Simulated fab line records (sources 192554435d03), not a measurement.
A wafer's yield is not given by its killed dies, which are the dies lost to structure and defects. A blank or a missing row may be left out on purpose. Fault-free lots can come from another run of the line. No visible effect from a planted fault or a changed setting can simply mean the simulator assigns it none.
Which of the tools did it?	flow n5_finfet	10 lots (30 wafers sampled), 1 step of a 1938-step route

## WHAT EACH GAUGE READ, for each wafer
N5_BEOL_M4_RC_MEAS_101.
lot	measured	on	DIBL_N (mV/V)	DIBL_P (mV/V)	IOFF_N (nA/um)	IOFF_P (nA/um)	ION_N (uA/um)	ION_P (uA/um)	SS_N (mV/dec)	SS_P (mV/dec)	VT_N (mV)	VT_P (mV)
L653	day 8 04:08	prober-02	35.6 35.5 35.9	34.2 34.0 33.5	0.159 0.150 0.156	0.222 0.217 0.207	675 666 667	464 461 457	71.5 72.1 71.5	73.0 72.8 72.6	246.2 250.6 248.4	-248.6 -248.1 -250.1
L654	day 8 12:51	prober-02	37.0 37.4 35.8	36.3 37.6 35.2	0.171 0.182 0.143	0.212 0.231 0.192	677 680 673	457 462 457	72.1 71.4 71.3	73.2 73.9 73.3	249.5 246.6 249.4	-248.3 -246.2 -250.7
L660	day 10 06:52	prober-02	37.2 35.3 35.9	36.4 34.1 35.7	0.155 0.128 0.136	0.213 0.190 0.205	672 656 661	463 456 459	72.2 71.9 71.6	73.2 72.2 73.4	249.8 253.4 250.5	-249.4 -249.6 -251.1
L663	day 10 13:40	prober-01	35.9 35.2 35.7	36.0 35.3 35.8	0.162 0.151 0.155	0.199 0.188 0.194	670 678 670	461 465 462	71.2 71.4 71.5	72.5 72.7 73.0	247.1 245.8 246.7	-250.7 -251.3 -252.4
L664	day 10 16:58	prober-02	36.5 33.9 35.3	36.7 34.2 34.9	0.175 0.130 0.142	0.234 0.192 0.204	696 676 682	470 469 468	71.0 71.2 71.3	74.0 73.2 73.2	247.7 251.0 249.8	-250.7 -249.3 -249.6
L668	day 11 22:10	prober-01	35.8 36.7 33.9	35.4 36.7 33.8	0.154 0.179 0.128	0.198 0.222 0.175	684 679 664	464 465 457	71.5 71.5 71.3	72.8 73.8 72.9	249.4 247.4 250.7	-249.8 -249.7 -252.9
L669	day 12 08:43	prober-02	38.3 36.2 36.1	37.3 35.6 36.0	0.176 0.139 0.146	0.246 0.225 0.226	678 664 672	469 472 473	70.9 70.7 71.4	73.8 73.2 72.6	249.1 250.8 249.6	-246.2 -244.7 -248.5
L671	day 13 05:36	prober-01	35.7 35.8 34.8	37.2 37.6 36.8	0.150 0.152 0.139	0.185 0.198 0.183	666 665 665	457 459 456	71.5 71.9 71.7	72.9 73.2 72.6	252.0 249.6 252.1	-253.1 -253.4 -254.4
L672	day 13 14:47	prober-01	34.5 35.3 32.4	35.4 36.1 33.1	0.140 0.154 0.116	0.186 0.202 0.156	673 676 664	460 459 457	71.1 72.1 70.8	72.7 72.4 72.0	249.2 250.1 254.7	-253.0 -250.4 -251.6
L674	day 14 02:27	prober-01	34.8 35.9 35.1	33.5 35.1 33.4	0.121 0.141 0.122	0.176 0.204 0.179	667 671 669	466 468 464	71.0 71.4 70.9	72.4 73.3 73.0	252.6 251.9 252.8	-252.6 -248.8 -248.2

## WHICH TOOL RAN EACH LOT (tool, then ch and the chambers of the sampled wafers, then the start)
No process step before these readings appears in the record.

## AS READ BY THE TOOLS THEMSELVES (means over the sampled wafers that have a number; for cases with no such wafer, the mark the record gives instead)
The record holds no such reading with a usual standard deviation.

## THE ANSWER, worked out from the rows above alone
Rule: the usual values come from the lots themselves. The widest of any qualifying gaps counts: lots, ordered by their means at a reading, are off when they make up no more than a third of the lots, leave a main group of 4 or more, and stand apart from it by 3 or more times the standard deviation of that group's means. Not used: any main group whose means are identical at the precision the tables above print for the reading. A lot without any number at a reading at which 4 lots or more have one is off too. Any other lot the step has rows for is counted as sound. Order of review: gauges by route order, followed by the tools' own readings, for which a lot's mean as printed above is used. At the first step where some lot is off, the reading lying furthest off is the one used; lots without a number count as furthest.
No lot is off on any of the readings shown, so nothing can be concluded from this.

## WHAT THE SIMULATOR HAD PUT IN
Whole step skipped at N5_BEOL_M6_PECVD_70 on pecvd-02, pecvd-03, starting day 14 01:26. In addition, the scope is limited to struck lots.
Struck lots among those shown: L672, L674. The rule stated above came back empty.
